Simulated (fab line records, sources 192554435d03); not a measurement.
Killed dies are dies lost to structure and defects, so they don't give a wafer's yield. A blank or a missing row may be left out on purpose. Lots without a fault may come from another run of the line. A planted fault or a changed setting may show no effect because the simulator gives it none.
One fault seen from 3 desks | flow n5_finfet | each desk has only its own numbers; what lay behind them comes last
Where a reading is given only as a bound, like >300, the bound stands for it, and a mean or a difference that rests on one is marked > or <: the true number lies beyond.

THE TOOL OWNER'S DESK: cmp-02
The tool's own readings at N5_DUMMY_GATE_CMP_04 (polishes a-Si): means of the sampled wafers that have a number, for each lot that ran on this tool. A lot is out of limits, marked OUT, if its mean lies more than 4 standard deviations from the usual mean; the brackets give that distance.
Columns: A = edge_zone_pressure_frac at N5_DUMMY_GATE_CMP_04, usual 0.999; B = motor_current_A at N5_DUMMY_GATE_CMP_04, usual 10.0 A; C = retaining_ring_pressure_frac at N5_DUMMY_GATE_CMP_04, usual 1.000; D = time_to_endpoint_s at N5_DUMMY_GATE_CMP_04, usual 13.1 s
lot  | first seen here | A     | B    | C     | D
L522 | day 3 17:42     | 0.996 | 9.5  | 1.000 | 10.7
L525 | day 4 12:56     | 1.001 | 9.7  | 1.000 | 14.5
L526 | day 4 18:20     | 0.998 | 9.7  | 1.000 | 9.8
L527 | day 4 23:47     | 1.002 | 9.7  | 1.005 | 13.1
L528 | day 5 07:26     | 0.999 | 10.1 | 0.998 | 14.0
L540 | day 8 08:33     | 1.007 | 10.0 | 1.002 | 14.9
L541 | day 8 12:41     | 0.999 | 9.5  | 1.003 | 14.4
This desk's finding: nothing out of limits on any of the 7 lots.

THE DEFECT DESK
What the inspections along the route counted, lot by lot: means of the sampled wafers that have a number. A lot is out of limits, marked OUT, if its mean lies more than 4 standard deviations from the usual mean; the brackets give that distance.
Columns: A = raw_defect_count at N5_DUMMY_GATE_INSPECT_17, usual 226; B = raw_defect_count at N5_DUMMY_GATE_INSPECT_27, usual 341; C = raw_defect_count at N5_SPACER0_INSPECT_04, usual 159; D = raw_defect_count at N5_SD_EPI_N_INSPECT_11, usual 2.0
lot  | first seen here | A              | B              | C              | D
L522 | day 3 22:18     | 235            | 349            | 154            | 1.3
L525 | day 4 17:34     | 187            | 286            | 149            | 2.0
L526 | day 5 00:59     | 534 (+5.0) OUT | 652            | 458 (+7.5) OUT | >102 (>+72) OUT
L527 | day 5 04:29     | 510 (+4.6) OUT | 611            | 441 (+7.1) OUT | >103 (>+72) OUT
L528 | day 5 12:05     | 596 (+6.0) OUT | 751 (+4.4) OUT | 471 (+7.8) OUT | >102 (>+71) OUT
L539 | day 8 05:25     | 247            | 378            | 166            | 1.0
L540 | day 8 15:49     | 226            | 359            | 144            | 2.7
L541 | day 8 17:25     | 238            | 347            | 173            | 2.3
This desk's finding: out of limits on L526, L527, L528; first on L526, day 5 00:59 (raw_defect_count at N5_DUMMY_GATE_INSPECT_17). In limits: L522, L525, L539, L540, L541.

THE METROLOGY DESK
What the gauges read, lot by lot, whatever tool the lot ran on: means of the sampled wafers that have a number. A lot is out of limits, marked OUT, if its mean lies more than 4 standard deviations from the usual mean; the brackets give that distance. Of its 11 readings 7 are shown: those that lie furthest out on some lot.
Columns: A = DIBL_N at N5_BEOL_M4_RC_MEAS_101, usual 35.9 mV/V; B = ION_N at N5_BEOL_M4_RC_MEAS_101, usual 671 uA/um; C = ION_P at N5_BEOL_M4_RC_MEAS_101, usual 461 uA/um; D = SS_N at N5_BEOL_M4_RC_MEAS_101, usual 71.4 mV/dec; E = SS_P at N5_BEOL_M4_RC_MEAS_101, usual 73.2 mV/dec; F = VT_N at N5_BEOL_M4_RC_MEAS_101, usual 250.6 mV; G = VT_P at N5_BEOL_M4_RC_MEAS_101, usual -250.1 mV
lot  | first seen here | A    | B   | C   | D    | E    | F     | G
L522 | day 3 13:34     | 34.5 | 656 | 454 | 71.4 | 73.0 | 253.2 | -252.3
L525 | day 4 08:52     | 36.1 | 665 | 460 | 71.3 | 73.0 | 251.0 | -249.2
L526 | day 4 14:13     | 34.7 | 669 | 459 | 71.5 | 72.8 | 253.5 | -250.8
L527 | day 4 19:40     | 35.9 | 675 | 461 | 71.5 | 73.6 | 250.1 | -251.7
L528 | day 5 01:29     | 37.0 | 663 | 450 | 72.4 | 73.0 | 252.7 | -252.8
L539 | day 7 19:44     | 36.2 | 672 | 459 | 71.5 | 73.3 | 248.5 | -251.1
L540 | day 8 00:42     | 35.5 | 666 | 456 | 71.4 | 72.9 | 252.7 | -251.0
L541 | day 8 08:02     | 36.7 | 672 | 468 | 71.2 | 73.9 | 248.9 | -247.3
This desk's finding: nothing out of limits on any of the 8 lots.

PUT TOGETHER
The defect desk could have raised an alarm at day 5 00:59, on L526, L527, L528.
The tool owner's desk saw nothing out of limits.
The metrology desk saw nothing out of limits.
The tool owner's desk has L526, L527, L528 on record, within its limits.
The metrology desk has L526, L527, L528 on record, within its limits.
Of the lots named, all ran N5_DUMMY_GATE_CMP_04 on cmp-02.

WHAT THE SIMULATOR HAD PUT IN
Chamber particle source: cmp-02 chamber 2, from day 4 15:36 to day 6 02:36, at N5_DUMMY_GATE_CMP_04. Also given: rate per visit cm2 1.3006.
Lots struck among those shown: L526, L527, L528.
Hours from the fault's start to each desk's first reading out of limits: the defect desk, 9.
